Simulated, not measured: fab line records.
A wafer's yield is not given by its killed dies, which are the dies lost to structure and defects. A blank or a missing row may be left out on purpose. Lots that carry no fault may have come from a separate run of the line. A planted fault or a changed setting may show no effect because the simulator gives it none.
A struck lot beside a sound one ; flow nandHarc ; 17 steps out of a route of 1159
Sound: wafers L837.1, L837.3, L837.4. Wafers struck: L843.2, L843.3, L843.5. The cause comes at the end.
Order at every step that has rows: each side's tool, ch and its chambers, its first start. Under that, the readings that differ: sound wafers ; struck wafers ; difference of the means ; sigmas: that difference in standard deviations of wafers without a fault.
alike: a reading whose means differ by less than 2 such deviations, as well as words and numbers matching on both sides. not compared: withheld readings; readings where some wafer has no value; bounds like >300 that might hide an equal value; numbers whose values overlap and for which the record gives no deviation.
A row with sigmas, a row that says differs or no value, or rows on one side alone: a step with any of these is where the two part. Numbers that have no deviation but don't overlap get no sigmas and don't part them. A reading missing from all wafers of one side parts the sides only when that side holds two or more wafers.

NHARC_P_GATE_CD_MEAS_46: target cd 720 nm.
  sound on cdSem-02 ch 0, day 5 11:55; struck on cdSem-02 ch 0, day 7 10:23
  alike: cdNm
then, 1 step without rows for these wafers: NHARC_P_GATE_HARDBAKE_47 (time 80 s).
NHARC_P_GATE_DESCUM_48: chemistry O2, time 3 s.
  sound on rieDiel-12 ch 0,2,3, day 5 12:04; struck on rieDiel-12 ch 0,2, day 7 10:40
  alike: drypumpMotorCurrentA, oesProductAu, rfVppV, showerheadPlenumPTorr, throttleValvePct
  not compared: rfHoursCounterH
then, 1 step without rows for these wafers: NHARC_P_GATE_IMPLANT_49.
NHARC_P_GATE_STRIP_111: strips in N2/H2, time 250 s.
  sound on plasmaAsher-02 ch 0,1, day 5 12:36; struck on plasmaAsher-02 ch 0,1, day 7 11:11
  alike: drypumpMotorCurrentA, heaterPowerW
  not compared: rfHoursCounterH
NHARC_P_GATE_STRIP_75: strips in O2.
  sound on plasmaAsher-02 ch 0,1, day 5 12:52; struck on plasmaAsher-02 ch 0,1, day 7 11:28
  alike: drypumpMotorCurrentA, heaterPowerW
  not compared: rfHoursCounterH
then, 6 steps without rows for these wafers: NHARC_P_GATE_STRIP_50 (strips in SPM, time 900 s); NHARC_P_GATE_DEHYDRATE_51 (time 120 s); NHARC_P_GATE_HMDS_52 (time 30 s); NHARC_P_GATE_COAT_53; NHARC_P_GATE_SOFTBAKE_54 (time 95 s); NHARC_P_GATE_EBR_55.
NHARC_P_GATE_EXPOSE_56: exposes mask P PSD, target cd 720 nm.
  sound on krfScanner-03 ch 0, day 5 13:37; struck on krfScanner-01 ch 0, day 7 12:16
reading;sound;struck;difference;sigmas
mask;P_PSD#0 P_PSD#0 P_PSD#0;P_NSD#0 P_NSD#0 P_NSD#0;differs;
  alike: focusOffsetNm
then, 2 steps without rows for these wafers: NHARC_P_GATE_PEB_57 (peb time 85 s); NHARC_P_GATE_DEVELOP_58 (time 70 s).
NHARC_P_GATE_CD_MEAS_59: target cd 720 nm.
  sound on cdSem-03 ch 0, day 5 13:47; struck on cdSem-01 ch 0, day 7 12:25
reading;sound;struck;difference;sigmas
cdNm (nm);721.2 716.9 715.6;- - -;no value on the struck wafers;
then, 1 step without rows for these wafers: NHARC_P_GATE_HARDBAKE_60 (time 80 s).

WHERE THEY PART
Earliest at NHARC_P_GATE_EXPOSE_56; latest, in this record, at NHARC_P_GATE_CD_MEAS_59.

WHY: what the simulator had put in
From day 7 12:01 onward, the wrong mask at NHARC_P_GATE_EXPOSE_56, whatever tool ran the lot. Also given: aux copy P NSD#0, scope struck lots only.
